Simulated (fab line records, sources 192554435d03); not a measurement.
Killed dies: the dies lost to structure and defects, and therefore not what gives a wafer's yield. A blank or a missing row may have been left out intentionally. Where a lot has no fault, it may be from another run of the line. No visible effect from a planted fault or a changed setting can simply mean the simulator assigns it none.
fab line records	flow n5_finfet
record lots=11	wafers=33	last_day=16
route steps=1938 shown BEOL_M10@1529 BEOL_M11@1536 PASSIVATION@1936
lots that met no fault: taken from a fault-free run of the same line
start_h: hours from the record's first day to the start of the lot's first wafer shown	wait_h: hours from the lot's prior step to this one	" unchanged from the row above	L1.1+2: a row that stands for several wafers	- either no value or no given start	* or withheld: withheld	< > ~ a bound
route shown NAME@n: names a module that has steps shown in the file, with the first one's number in the route	usual: the fault-free wafers' mean and standard deviation	same: alike in all rows	chamber/n: place in a boat	sites: per-site readings	_std_site: standard deviation across them	_edge_site: outer sites' mean less inner sites'	radius_mm: for every site, how far away it sits from the centre of the wafer	mask NAME#n: copy n	behind: the tool/chamber that last shaped the wafer	hold: why the lot was held/for how many hours/how that ended	device: names the non-switching transistor (n, p or np)	end of line: at the end of the route, the tests of the same wafers	where a step has no rows: the recipe by itself	killed: dies that structure and defects cost at the first sort, which is not the same as the wafer's yield	map: the dies of a wafer, with x for killed, . for not killed, _ for no die there
set.NAME: the run value of the setting; set.NAME@STEP: its run value at that earlier step	model.NAME: the simulator's own value behind a step, which no gauge read
a sample of lots followed through the steps of the route, with each step as a table and each wafer as a row
services: a tool's chamber out of use, with start hour (start_h, from the record's first day; less than 0 if before it), hours out, and reason
## steps
# step N5_BEOL_M10_ANNEAL_51
# recipe temp_c=225	time_s=90	ambient=N2
# usual wafer_temp_C_max=226.20/0.23
lot.wafer	tool	chamber	start_h	wait_h	wafer_temp_C_max
L101.3	rtp_anneal-01	0	224.67	0.3	226.00
L101.4	"	0	"	"	226.36
L101.6	"	0	"	"	226.16
L104.2	rtp_anneal-02	0	242.55	0.1	226.18
L104.4	"	0	"	"	225.98
L104.5	"	0	"	"	226.32
L106.1	rtp_anneal-02	0	252.16	0.1	226.11
L106.4	"	0	"	"	226.60
L106.6	"	0	"	"	225.91
L105.2	rtp_anneal-02	0	253.02	0.1	226.42
L105.3	"	0	"	"	226.05
L105.5	"	0	"	"	226.08
L109.1	rtp_anneal-01	0	276.53	0.2	226.36
L109.4	"	0	"	"	226.26
L109.5	"	0	"	"	226.50
L111.2	rtp_anneal-01	0	290.31	0.7	226.29
L111.3	"	0	"	"	226.22
L111.4	"	0	"	"	226.21
L112.1	rtp_anneal-02	0	293.34	0.1	226.29
L112.3	"	0	"	"	226.16
L112.5	"	0	"	"	226.17
L115.3	rtp_anneal-02	0	305.68	0.1	226.14
L115.4	"	0	"	"	226.03
L115.5	"	0	"	"	226.10
L116.3	rtp_anneal-01	0	315.24	0.1	225.98
L116.4	"	0	"	"	226.41
L116.5	"	0	"	"	226.33
L119.1	rtp_anneal-01	0	336.24	0.5	225.79
L119.4	"	0	"	"	226.06
L119.5	"	0	"	"	226.15
L120.1	rtp_anneal-01	0	344.37	0.1	226.09
L120.2	"	0	"	"	226.31
L120.3	"	0	"	"	226.47
# step N5_BEOL_M10_CMP_52
# recipe stop_on=SiCOH_lowk	t_overpolish_s=7	down_force_psi=1	platen_rpm=50	clearing_platen_down_force_psi=1.5	clearing_platen_rpm=50	post_cmp_clean=cu_alkaline	target_thk_nm=140	clearing_platen_pad_velocity_m_s=0.99484	pad_velocity_m_s=0.99484
# usual barrier_field_endpoint_s=29.0/0.69	motor_current_A=6.2/0.59	overpolish_run_s=7.001/0.0084	time_to_endpoint_s=65.9/2.7
lot.wafer	tool	chamber	start_h	wait_h	barrier_field_endpoint_s	motor_current_A	overpolish_run_s	time_to_endpoint_s
L101.3	cmp-01	3	225.04	0.3	28.4	5.9	6.999	65.8
L101.4	"	1	"	"	29.5	5.7	6.998	66.0
L101.6	"	0	"	"	28.9	6.4	7.012	64.2
L104.4	cmp-03	0	242.81	0.1	27.6	6.5	6.996	62.5
L104.2	"	2	"	"	27.4	5.7	7.003	59.0
L104.5	"	1	"	"	28.4	7.4	7.009	62.8
L106.4	cmp-02	3	252.47	0.1	28.9	6.8	7.004	65.5
L106.1	"	0	"	"	29.2	6.7	7.007	67.8
L106.6	"	3	"	"	29.2	7.0	7.013	68.1
L105.2	cmp-01	0	253.32	0.3	28.6	6.2	7.001	65.2
L105.3	"	2	"	"	28.7	6.1	7.011	63.4
L105.5	"	3	"	"	29.6	6.0	6.996	65.4
L109.4	cmp-02	1	276.83	0.1	29.4	5.1	7.017	69.3
L109.1	"	3	"	"	28.7	6.9	6.987	66.2
L109.5	"	1	"	"	28.8	4.9	7.001	68.7
L111.2	cmp-03	1	290.56	0.2	28.8	6.9	7.004	65.7
L111.4	"	2	"	"	28.3	5.7	7.016	65.7
L111.3	"	3	"	"	28.1	7.2	7.011	63.7
L112.3	cmp-03	2	293.68	0.2	28.7	5.5	6.988	66.4
L112.1	"	0	"	"	29.0	6.5	6.993	70.5
L112.5	"	2	"	"	28.7	5.5	7.005	64.8
L115.3	cmp-03	0	305.89	0.2	28.8	6.4	7.008	66.9
L115.4	"	3	"	"	29.4	6.8	6.989	66.8
L115.5	"	1	"	"	28.9	7.0	7.009	67.2
L116.4	cmp-01	2	315.48	0.2	28.4	6.2	6.998	62.4
L116.3	"	3	"	"	28.5	5.8	6.997	64.0
L116.5	"	2	"	"	27.6	6.1	6.996	60.3
L119.1	cmp-03	2	336.59	0.3	29.5	5.6	6.999	66.8
L119.4	"	3	"	"	29.5	7.2	7.004	68.6
L119.5	"	2	"	"	28.3	5.7	7.008	66.2
L120.1	cmp-02	0	344.71	0.3	29.8	6.7	7.001	67.1
L120.2	"	1	"	"	30.8	4.8	6.988	67.1
L120.3	"	2	"	"	29.9	6.3	7.007	66.6
# step N5_BEOL_M11_ILD_DEP_00
# recipe material=SiCOH_lowk	target_thk_a=3085.1	temp_c=300	precursor=DEMS/porogen	pressure_torr=5	rf_w=500	time_s=58
# usual heater_power_w=288/83	showerhead_plenum_p_Torr=5.744/0.012	throttle_valve_pct=13.9/1.2
lot.wafer	tool	chamber	start_h	wait_h	heater_power_w	showerhead_plenum_p_Torr	throttle_valve_pct
L101.3	pecvd-03	0	225.53	0.0	231	5.753	14.0
L101.4	"	2	"	"	477	5.749	12.8
L101.6	"	0	"	"	245	5.736	14.2
L104.2	pecvd-01	1	243.30	0.0	267	5.733	14.0
L104.4	"	1	"	"	277	5.756	14.2
L104.5	"	0	"	"	340	5.739	12.9
L106.1	pecvd-03	0	253.00	0.0	257	5.720	14.2
L106.4	"	0	"	"	260	5.746	14.1
L106.6	"	0	"	"	270	5.747	14.1
L105.2	pecvd-02	1	253.78	0.0	155	5.734	15.9
L105.3	"	2	"	"	216	5.771	12.8
L105.5	"	2	"	"	232	5.762	12.9
L109.1	pecvd-03	2	277.32	0.0	435	5.715	12.8
L109.4	"	2	"	"	449	5.750	12.8
L109.5	"	2	"	"	462	5.739	12.8
L111.2	pecvd-02	0	291.05	0.0	342	5.744	13.9
L111.3	"	1	"	"	160	5.743	16.1
L111.4	"	2	"	"	219	5.748	12.7
L112.1	pecvd-02	0	294.13	0.0	298	5.743	13.3
L112.3	"	2	"	"	200	5.764	13.0
L112.5	"	1	"	"	185	5.752	16.2
L115.3	pecvd-01	1	306.38	0.0	298	5.770	13.9
L115.4	"	0	"	"	314	5.753	12.8
L115.5	"	1	"	"	294	5.737	14.1
L116.3	pecvd-03	1	315.94	0.0	307	5.744	15.1
L116.4	"	1	"	"	312	5.759	15.4
L116.5	"	2	"	"	475	5.722	13.0
L119.1	pecvd-01	1	337.05	0.0	299	5.748	13.7
L119.4	"	1	"	"	236	5.746	14.1
L119.5	"	2	"	"	371	5.745	12.8
L120.1	pecvd-01	0	345.17	0.0	298	5.756	13.0
L120.2	"	1	"	"	266	5.756	14.0
L120.3	"	2	"	"	324	5.748	12.7
# step N5_BEOL_M11_CURE_71
# recipe temp_c=385	time_s=240	ambient=He/Ar	material=SiCOH_lowk
# usual lamp_power_pct=52.32/0.053	wafer_temp_C_max=386.9/0.77
lot.wafer	tool	chamber	start_h	wait_h	lamp_power_pct	wafer_temp_C_max
L101.3	uv_cure-03	0	226.34	0.8	52.28	386.8
L101.4	"	0	"	"	52.23	387.8
L101.6	"	0	"	"	52.38	386.6
L104.2	uv_cure-01	2	243.46	0.1	52.43	386.4
L104.4	"	2	"	"	52.32	386.9
L104.5	"	2	"	"	52.35	386.7
L106.1	uv_cure-01	1	253.19	0.2	52.34	386.2
L106.4	"	1	"	"	52.40	386.6
L106.6	"	1	"	"	52.27	386.1
L105.2	uv_cure-02	1	253.94	0.1	52.27	387.2
L105.3	"	1	"	"	52.30	386.6
L105.5	"	1	"	"	52.31	386.7
L109.1	uv_cure-01	0	277.43	0.1	52.42	387.9
L109.4	"	0	"	"	52.30	387.7
L109.5	"	0	"	"	52.29	387.9
L111.2	uv_cure-03	2	291.21	0.1	52.33	385.4
L111.3	"	2	"	"	52.27	385.7
L111.4	"	2	"	"	52.26	385.0
L112.1	uv_cure-03	2	294.21	0.0	52.31	386.1
L112.3	"	2	"	"	52.34	386.0
L112.5	"	2	"	"	52.29	385.8
L115.3	uv_cure-01	1	306.62	0.2	52.38	386.0
L115.4	"	1	"	"	52.42	386.8
L115.5	"	1	"	"	52.30	386.8
L116.3	uv_cure-01	0	316.17	0.2	52.26	387.2
L116.4	"	0	"	"	52.28	386.9
L116.5	"	0	"	"	52.39	387.3
L119.1	uv_cure-03	0	337.13	0.0	52.20	387.7
L119.4	"	0	"	"	52.35	387.8
L119.5	"	0	"	"	52.30	387.1
L120.1	uv_cure-02	2	345.25	0.0	52.38	387.6
L120.2	"	2	"	"	52.34	388.3
L120.3	"	2	"	"	52.38	387.5
# step N5_BEOL_M11_THK_MEAS_01
# recipe reads=SiCOH_lowk_of_BEOL_M11_ILD_DEP_00
# usual M11_ILD_THK=268/3.3
lot.wafer	tool	chamber	start_h	wait_h	M11_ILD_THK[nm]
L101.3	film_metro-01	-	226.70	0.3	265
L101.4	"	-	"	"	270
L101.6	"	-	"	"	270
L104.2	film_metro-01	-	243.89	0.4	264
L104.4	"	-	"	"	272
L104.5	"	-	"	"	269
L106.1	film_metro-02	-	253.70	0.4	262
L106.4	"	-	"	"	270
L106.6	"	-	"	"	265
L105.2	film_metro-02	-	254.37	0.4	263
L105.3	"	-	"	"	267
L105.5	"	-	"	"	270
L109.1	film_metro-02	-	277.94	0.4	266
L109.4	"	-	"	"	269
L109.5	"	-	"	"	269
L111.2	film_metro-02	-	291.65	0.4	265
L111.3	"	-	"	"	228
L111.4	"	-	"	"	272
L112.1	film_metro-01	-	294.72	0.4	269
L112.3	"	-	"	"	268
L112.5	"	-	"	"	231
L115.3	film_metro-02	-	306.97	0.3	264
L115.4	"	-	"	"	271
L115.5	"	-	"	"	276
L116.3	film_metro-01	-	316.53	0.3	263
L116.4	"	-	"	"	268
L116.5	"	-	"	"	272
L119.1	film_metro-02	-	337.65	0.4	262
L119.4	"	-	"	"	270
L119.5	"	-	"	"	272
L120.1	film_metro-02	-	345.76	0.4	267
L120.2	"	-	"	"	270
L120.3	"	-	"	"	273
# step N5_PASSIVATION_PROBE_49
# usual defect_limited_yield=91.3/1.3	killed_at_M0_to_M3=32/11	killed_at_M4_up=15/5.6	killed_at_contacts=12/6	killed_at_front_end=40/11	killed_at_other=3.5/2.6	killed_dies=102/15	killed_open=67/12	killed_short=34/7.3	sort_bin_5_function=5.1/0.85	sort_bin_6_memory=3.2/0.61	sort_n_pass=1078/15	sort_yield_pct=91.3/1.3
# same gross_dies=1180	killed_at_back_side=0	sort_bin_4_leakage[%]=0	sort_bin_8_speed[%]=0
lot.wafer	tool	chamber	start_h	wait_h	defect_limited_yield[%]	killed_at_M0_to_M3	killed_at_M4_up	killed_at_contacts	killed_at_front_end	killed_at_other	killed_dies	killed_open	killed_short	sort_bin_5_function[%]	sort_bin_6_memory[%]	sort_n_pass	sort_yield_pct[%]
L101.3	prober-01	-	279.57	0.1	92.5	28	10	9	37	4	88	61	27	4.7	2.5	1092	92.5
L101.4	prober-01	-	279.62	0.2	90.9	19	8	7	68	5	107	71	36	5.1	3.4	1073	90.9
L101.6	prober-01	-	279.72	0.3	90.6	31	6	5	62	7	111	73	38	5.8	3.2	1069	90.6
L104.2	prober-01	-	295.73	0.1	90.9	28	23	10	46	0	107	75	32	5.0	3.7	1073	90.9
L104.4	prober-01	-	295.83	0.2	91.3	29	22	10	37	5	103	76	27	4.2	4.2	1077	91.3
L104.5	prober-01	-	295.88	0.2	91.8	40	13	14	29	1	97	71	26	4.7	3.3	1083	91.8
L106.1	prober-02	-	303.73	0.0	90.5	33	11	19	45	4	112	77	35	5.1	3.9	1068	90.5
L106.4	prober-02	-	303.88	0.2	91.4	28	14	21	32	6	101	69	32	4.9	3.5	1079	91.4
L106.6	prober-02	-	303.98	0.3	91.5	38	15	9	33	5	100	63	34	4.7	3.4	1080	91.5
L105.2	prober-01	-	304.55	0.2	90.2	48	9	9	50	0	116	76	40	6.1	3.3	1064	90.2
L105.3	prober-01	-	304.60	0.3	90.3	49	18	5	41	1	114	57	56	5.3	4.0	1066	90.3
L105.5	prober-01	-	304.70	0.4	90.2	46	12	12	44	2	116	67	48	5.5	4.2	1064	90.2
L109.1	prober-01	-	319.94	0.0	90.7	20	9	18	56	7	110	65	36	4.9	3.8	1070	90.7
L109.4	prober-01	-	320.09	0.2	90.3	42	9	18	44	2	115	66	47	6.4	2.9	1065	90.3
L109.5	prober-01	-	320.14	0.2	89.7	39	16	10	52	5	122	73	46	6.4	3.6	1058	89.7
L111.2	prober-02	-	331.04	0.1	88.7	44	25	12	49	3	133	99	31	5.8	5.3	1047	88.7
L111.3	prober-02	-	331.09	0.1	85.5	73	24	2	65	7	171	107	61	8.1	5.4	1009	85.5
L111.4	prober-02	-	331.14	0.2	89.0	40	13	7	68	2	130	92	38	6.3	4.3	1050	89.0
L112.1	prober-02	-	339.92	0.0	92.1	34	14	0	45	0	93	63	30	5.0	2.6	1087	92.1
L112.3	prober-02	-	340.02	0.1	91.4	27	19	9	46	1	102	63	39	5.3	3.1	1078	91.4
L112.5	prober-02	-	340.12	0.2	91.1	32	12	6	48	7	105	75	29	4.7	3.7	1075	91.1
L115.3	prober-02	-	351.41	0.1	92.5	31	9	8	33	7	88	49	39	4.9	2.3	1092	92.5
L115.4	prober-02	-	351.46	0.2	92.5	43	11	4	29	1	88	54	32	4.1	3.1	1092	92.5
L115.5	prober-02	-	351.51	0.2	92.5	40	11	4	33	1	89	49	31	4.7	2.6	1091	92.5
L116.3	prober-01	-	361.76	0.1	91.7	15	12	9	58	4	98	78	20	4.7	3.6	1082	91.7
L116.4	prober-01	-	361.81	0.2	90.1	22	27	14	53	1	117	73	43	6.2	3.5	1063	90.1
L116.5	prober-01	-	361.86	0.2	89.3	23	20	14	64	5	126	81	41	6.3	3.4	1054	89.3
L119.1	prober-01	-	382.62	0.0	90.3	38	22	15	35	5	115	83	31	6.1	3.4	1065	90.3
L119.4	prober-01	-	382.77	0.2	89.8	35	18	22	41	4	120	81	38	5.7	3.7	1060	89.8
L119.5	prober-01	-	382.82	0.2	91.0	26	19	12	46	3	106	71	34	5.3	3.5	1074	91.0
L120.1	prober-02	-	389.00	0.0	92.4	39	12	10	29	0	90	60	29	4.4	2.8	1090	92.4
L120.2	prober-02	-	389.05	0.1	91.3	28	7	24	43	1	103	74	29	5.1	3.6	1077	91.3
L120.3	prober-02	-	389.10	0.1	91.8	19	15	23	37	3	97	62	33	5.0	3.0	1083	91.8
# killed by level:class
L101.3 FIN_SAQP:geometric_particle:open=13 BEOL_M0_SAQP:geometric_particle:open=8 MOL_CONTACT_COAG:geometric_particle:open=7 BEOL_M3:geometric_particle:open=6 BEOL_M4:geometric_particle:open=6 FIN_SAQP:geometric_particle:short=5 DUMMY_GATE:geometric_particle:open=5 BEOL_M0_SAQP:geometric_particle:short=5
L101.4 FIN_SAQP:geometric_particle:open=20 FIN_SAQP:geometric_particle:short=10 STI_FIN_REVEAL:geometric_particle:open=9 DUMMY_GATE:geometric_particle:open=9 BEOL_M0_SAQP:geometric_particle:short=8 MOL_CONTACT_COAG:geometric_particle:open=6 STARTING-WAFER:geometric_particle:open=5 BEOL_M2:geometric_particle:open=4
L101.6 FIN_SAQP:geometric_particle:open=19 STI_FIN_REVEAL:geometric_particle:open=15 FIN_SAQP:geometric_particle:short=10 BEOL_M0_SAQP:geometric_particle:short=7 BEOL_M0_SAQP:geometric_particle:open=6 DUMMY_GATE:geometric_particle:short=5 BEOL_M2:geometric_particle:open=5 MOL_CONTACT_COAG:geometric_particle:open=4
L104.2 FIN_SAQP:geometric_particle:open=13 MOL_CONTACT_COAG:geometric_particle:open=9 BEOL_M0_SAQP:geometric_particle:short=8 BEOL_M3:geometric_particle:open=7 FIN_SAQP:geometric_particle:short=6 BEOL_M4:geometric_particle:open=6 STI_FIN_REVEAL:geometric_particle:open=6 DUMMY_GATE:geometric_particle:open=5
L104.4 FIN_SAQP:geometric_particle:open=14 BEOL_M4:geometric_particle:open=8 BEOL_M3:geometric_particle:open=7 FIN_SAQP:geometric_particle:short=6 MOL_CONTACT_COAG:geometric_particle:open=6 STI_FIN_REVEAL:geometric_particle:open=5 BEOL_M0_SAQP:geometric_particle:open=5 BEOL_M1:geometric_particle:open=5
L104.5 MOL_CONTACT_COAG:geometric_particle:open=12 BEOL_M2:geometric_particle:open=10 BEOL_M0_SAQP:geometric_particle:open=7 BEOL_M2:geometric_particle:short=7 FIN_SAQP:geometric_particle:open=6 STI_FIN_REVEAL:geometric_particle:open=6 BEOL_M1:geometric_particle:open=5 DUMMY_GATE:geometric_particle:open=4
L106.1 MOL_CONTACT_COAG:geometric_particle:open=18 STI_FIN_REVEAL:geometric_particle:open=11 BEOL_M0_SAQP:geometric_particle:short=9 DUMMY_GATE:geometric_particle:open=7 BEOL_M2:geometric_particle:open=7 BEOL_M4:geometric_particle:open=6 FIN_SAQP:geometric_particle:short=6 FIN_SAQP:geometric_particle:open=5
L106.4 MOL_CONTACT_COAG:geometric_particle:open=18 STI_FIN_REVEAL:geometric_particle:open=8 BEOL_M0_SAQP:geometric_particle:open=7 BEOL_M0_SAQP:geometric_particle:short=7 BEOL_M7:geometric_particle:open=5 BEOL_M4:geometric_particle:open=5 GATE_CUT:geometric_particle:short=4 STARTING-WAFER:geometric_particle:open=4
L106.6 DUMMY_GATE:geometric_particle:open=10 BEOL_M0_SAQP:geometric_particle:short=9 BEOL_M0_SAQP:geometric_particle:open=8 BEOL_M2:geometric_particle:open=8 BEOL_M4:geometric_particle:open=7 MOL_CONTACT_COAG:geometric_particle:open=6 SPACER0:geometric_particle:short=5 BEOL_M3:geometric_particle:open=5
L105.2 FIN_SAQP:geometric_particle:short=15 FIN_SAQP:geometric_particle:open=14 BEOL_M2:geometric_particle:open=10 BEOL_M3:geometric_particle:open=8 BEOL_M1:geometric_particle:open=7 STI_FIN_REVEAL:geometric_particle:open=7 BEOL_M0_SAQP:geometric_particle:open=7 BEOL_M1:geometric_particle:short=6
L105.3 FIN_SAQP:geometric_particle:short=12 BEOL_M0_SAQP:geometric_particle:short=10 BEOL_M0_SAQP:geometric_particle:open=10 BEOL_M1:geometric_particle:short=8 BEOL_M2:geometric_particle:open=8 DUMMY_GATE:geometric_particle:open=7 BEOL_M1:geometric_particle:open=7 BEOL_M4:geometric_particle:short=6
L105.5 FIN_SAQP:geometric_particle:short=17 MOL_CONTACT_COAG:geometric_particle:open=10 BEOL_M2:geometric_particle:open=9 BEOL_M1:geometric_particle:short=8 FIN_SAQP:geometric_particle:open=7 BEOL_M3:geometric_particle:open=7 BEOL_M1:geometric_particle:open=6 DUMMY_GATE:geometric_particle:open=5
L109.1 MOL_CONTACT_COAG:geometric_particle:open=14 DUMMY_GATE:geometric_particle:open=11 BEOL_M0_SAQP:geometric_particle:short=9 FIN_SAQP:geometric_particle:open=8 GATE_CUT:geometric_particle:short=7 BEOL_M0_SAQP:geometric_particle:open=6 FIN_SAQP:geometric_particle:short=5 STI_FIN_REVEAL:geometric_particle:open=5
L109.4 BEOL_M0_SAQP:geometric_particle:short=21 MOL_CONTACT_COAG:geometric_particle:open=14 FIN_SAQP:geometric_particle:open=10 BEOL_M3:geometric_particle:open=10 BEOL_M0_SAQP:geometric_particle:open=9 STI_FIN_REVEAL:geometric_particle:open=8 FIN_SAQP:geometric_particle:short=6 MOL_CONTACT_COAG:geometric_particle:short=4
L109.5 BEOL_M0_SAQP:geometric_particle:short=16 FIN_SAQP:geometric_particle:short=12 FIN_SAQP:geometric_particle:open=10 BEOL_M0_SAQP:geometric_particle:open=10 MOL_CONTACT_COAG:geometric_particle:open=8 STI_FIN_REVEAL:geometric_particle:open=7 DUMMY_GATE:geometric_particle:open=6 BEOL_M2:geometric_particle:open=6
L111.2 STI_FIN_REVEAL:geometric_particle:open=20 BEOL_M0_SAQP:geometric_particle:open=11 MOL_CONTACT_COAG:geometric_particle:open=10 BEOL_M4:geometric_particle:open=10 BEOL_M2:geometric_particle:open=8 FIN_SAQP:geometric_particle:open=7 BEOL_M0_SAQP:geometric_particle:short=7 BEOL_M1:geometric_particle:open=7
L111.3 STI_FIN_REVEAL:geometric_particle:open=18 BEOL_M0_SAQP:geometric_particle:short=17 BEOL_M0_SAQP:geometric_particle:open=15 BEOL_M4:geometric_particle:open=14 FIN_SAQP:geometric_particle:short=9 BEOL_M3:geometric_particle:open=9 BEOL_M1:geometric_particle:open=9 FIN_SAQP:geometric_particle:open=8
L111.4 STI_FIN_REVEAL:geometric_particle:open=19 FIN_SAQP:geometric_particle:short=12 FIN_SAQP:geometric_particle:open=12 BEOL_M0_SAQP:geometric_particle:open=9 BEOL_M1:geometric_particle:open=8 SPACER0:geometric_particle:open=6 SPACER0:geometric_particle:short=6 MOL_CONTACT_COAG:geometric_particle:open=6
L112.1 FIN_SAQP:geometric_particle:short=13 STI_FIN_REVEAL:geometric_particle:open=11 BEOL_M2:geometric_particle:open=10 BEOL_M0_SAQP:geometric_particle:open=8 FIN_SAQP:geometric_particle:open=7 BEOL_M4:geometric_particle:open=6 BEOL_M3:geometric_particle:open=5 BEOL_M4:geometric_particle:short=5
L112.3 FIN_SAQP:geometric_particle:open=13 FIN_SAQP:geometric_particle:short=10 MOL_CONTACT_COAG:geometric_particle:open=8 BEOL_M4:geometric_particle:open=8 STI_FIN_REVEAL:geometric_particle:open=7 BEOL_M2:geometric_particle:open=5 BEOL_M0_SAQP:geometric_particle:short=4 BEOL_M0_SAQP:geometric_particle:open=4
L112.5 STI_FIN_REVEAL:geometric_particle:open=16 FIN_SAQP:geometric_particle:open=13 BEOL_M1:geometric_particle:open=8 BEOL_M3:geometric_particle:open=7 FIN_SAQP:geometric_particle:short=6 DUMMY_GATE:geometric_particle:open=6 BEOL_M4:geometric_particle:open=6 BEOL_M0_SAQP:geometric_particle:short=5
L115.3 BEOL_M0_SAQP:geometric_particle:short=11 FIN_SAQP:geometric_particle:open=10 BEOL_M0_SAQP:geometric_particle:open=8 MOL_CONTACT_COAG:geometric_particle:open=6 FIN_SAQP:geometric_particle:short=5 GATE_CUT:geometric_particle:short=5 STI_FIN_REVEAL:geometric_particle:open=4 BEOL_M3:geometric_particle:open=4
L115.4 BEOL_M0_SAQP:geometric_particle:open=15 BEOL_M0_SAQP:geometric_particle:short=15 STARTING-WAFER:geometric_particle:open=8 FIN_SAQP:geometric_particle:open=5 BEOL_M4:geometric_particle:open=5 DUMMY_GATE:geometric_particle:open=4 BEOL_M3:geometric_particle:open=4 FIN_SAQP:geometric_particle:short=3
L115.5 GATE_CUT:geometric_particle:short=13 BEOL_M0_SAQP:geometric_particle:open=10 BEOL_M3:geometric_particle:open=9 BEOL_M0_SAQP:geometric_particle:short=6 BEOL_M1:geometric_particle:open=5 BEOL_M0_CUTY:coat_microbubble_printed=4 GATE_CUT:geometric_particle:open=3 MOL_CONTACT_COAG:geometric_particle:open=3
L116.3 STI_FIN_REVEAL:geometric_particle:open=24 FIN_SAQP:geometric_particle:open=12 MOL_CONTACT_COAG:geometric_particle:open=9 BEOL_M3:geometric_particle:open=6 BEOL_M3:geometric_particle:short=5 BEOL_M4:geometric_particle:open=5 FIN_SAQP:geometric_particle:short=4 STI_FIN_REVEAL:geometric_particle:short=4
L116.4 FIN_SAQP:geometric_particle:short=19 STI_FIN_REVEAL:geometric_particle:open=13 BEOL_M4:geometric_particle:open=9 FIN_SAQP:geometric_particle:open=8 MOL_CONTACT_COAG:geometric_particle:open=8 MOL_CONTACT_COAG:geometric_particle:short=6 BEOL_M3:geometric_particle:open=6 BEOL_M5:geometric_particle:open=6
L116.5 FIN_SAQP:geometric_particle:open=14 STI_FIN_REVEAL:geometric_particle:open=14 MOL_CONTACT_COAG:geometric_particle:open=11 FIN_SAQP:geometric_particle:short=10 BEOL_M4:geometric_particle:open=8 STI_FIN_REVEAL:geometric_particle:short=7 BEOL_M3:geometric_particle:open=7 GATE_CUT:geometric_particle:short=5
L119.1 MOL_CONTACT_COAG:geometric_particle:open=13 FIN_SAQP:geometric_particle:open=12 BEOL_M4:geometric_particle:open=12 STI_FIN_REVEAL:geometric_particle:open=7 BEOL_M0_SAQP:geometric_particle:open=7 FIN_SAQP:geometric_particle:short=6 BEOL_M1:geometric_particle:open=6 BEOL_M4:geometric_particle:short=6
L119.4 MOL_CONTACT_COAG:geometric_particle:open=19 FIN_SAQP:geometric_particle:open=10 STI_FIN_REVEAL:geometric_particle:open=8 BEOL_M3:geometric_particle:open=8 BEOL_M4:geometric_particle:open=8 FIN_SAQP:geometric_particle:short=7 BEOL_M1:geometric_particle:open=6 BEOL_M2:geometric_particle:open=6
L119.5 FIN_SAQP:geometric_particle:open=10 BEOL_M1:geometric_particle:open=10 FIN_SAQP:geometric_particle:short=9 MOL_CONTACT_COAG:geometric_particle:open=9 DUMMY_GATE:geometric_particle:open=6 BEOL_M3:geometric_particle:open=6 BEOL_M4:geometric_particle:open=5 STI_FIN_REVEAL:geometric_particle:open=4
L120.1 FIN_SAQP:geometric_particle:open=10 BEOL_M3:geometric_particle:open=8 BEOL_M1:geometric_particle:open=8 BEOL_M2:geometric_particle:open=8 MOL_CONTACT_COAG:geometric_particle:open=7 BEOL_M2:geometric_particle:short=6 BEOL_M1:geometric_particle:short=5 BEOL_M4:geometric_particle:open=5
L120.2 MOL_CONTACT_COAG:geometric_particle:open=17 BEOL_M3:geometric_particle:open=12 FIN_SAQP:geometric_particle:open=10 STI_FIN_REVEAL:geometric_particle:open=7 MOL_CONTACT_COAG:geometric_particle:short=7 GATE_CUT:geometric_particle:short=5 BEOL_M2:geometric_particle:open=4 STARTING-WAFER:geometric_particle:open=4
L120.3 MOL_CONTACT_COAG:geometric_particle:open=12 MOL_CONTACT_COAG:geometric_particle:short=11 FIN_SAQP:geometric_particle:short=8 STI_FIN_REVEAL:geometric_particle:open=8 BEOL_M1:geometric_particle:open=6 FIN_SAQP:geometric_particle:open=5 BEOL_M2:geometric_particle:open=4 STI_FIN_REVEAL:geometric_particle:short=3
## services
tool	chamber	start_h	hours	kind
pecvd-02	2	202.38	-	clean
pecvd-01	-	203.10	0.7	repair
cmp-03	-	215.10	5.7	pm
uv_cure-02	-	221.63	7.3	repair
cmp-02	-	222.81	3.8	repair
pecvd-03	1	223.28	2.1	scheduled_down
cmp-03	-	224.84	4.0	pm
cmp-03	-	228.84	-	consumable_replace:conditioner
cmp-03	-	228.84	-	consumable_replace:pad
pecvd-02	2	239.02	2.2	repair
pecvd-03	2	252.89	2.1	scheduled_down
cmp-02	-	270.92	4.0	pm
uv_cure-02	-	272.16	5.0	pm
cmp-03	-	272.84	2.9	pm
cmp-01	-	276.34	4.0	pm
pecvd-01	-	277.23	2.8	pm
uv_cure-02	-	284.50	1.2	repair
cmp-02	-	290.19	2.3	repair
cmp-02	-	295.25	0.3	repair
pecvd-02	-	297.12	6.0	pm
uv_cure-03	-	314.06	6.0	pm
cmp-02	-	320.98	4.4	repair
uv_cure-01	-	342.45	0.5	repair
cmp-03	-	344.57	11.1	repair
## key
first_sign step=N5_BEOL_M11_THK_MEAS_01	reading=M11_ILD_THK	direction=down	sigmas=12	usual=268	struck=230
effect none on later readings
met_at N5_BEOL_M11_ILD_DEP_00
struck_lots L111,L112
struck_wafers L111.3,L112.5
not_acting_at N5_BEOL_M10_ANNEAL_51,N5_BEOL_M10_CMP_52,N5_BEOL_M11_CURE_71
onset_between 253.78 291.05
fault kind=site_profile_drift	tool=pecvd-02	chamber=1	onset_h=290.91	steps=N5_BEOL_M11_ILD_DEP_00	basis=fraction	max_abs_drift=0.29017	slope_share_per_hr=64.483	site_pattern=0,0,0,0,0,-1,-1,-1,-1
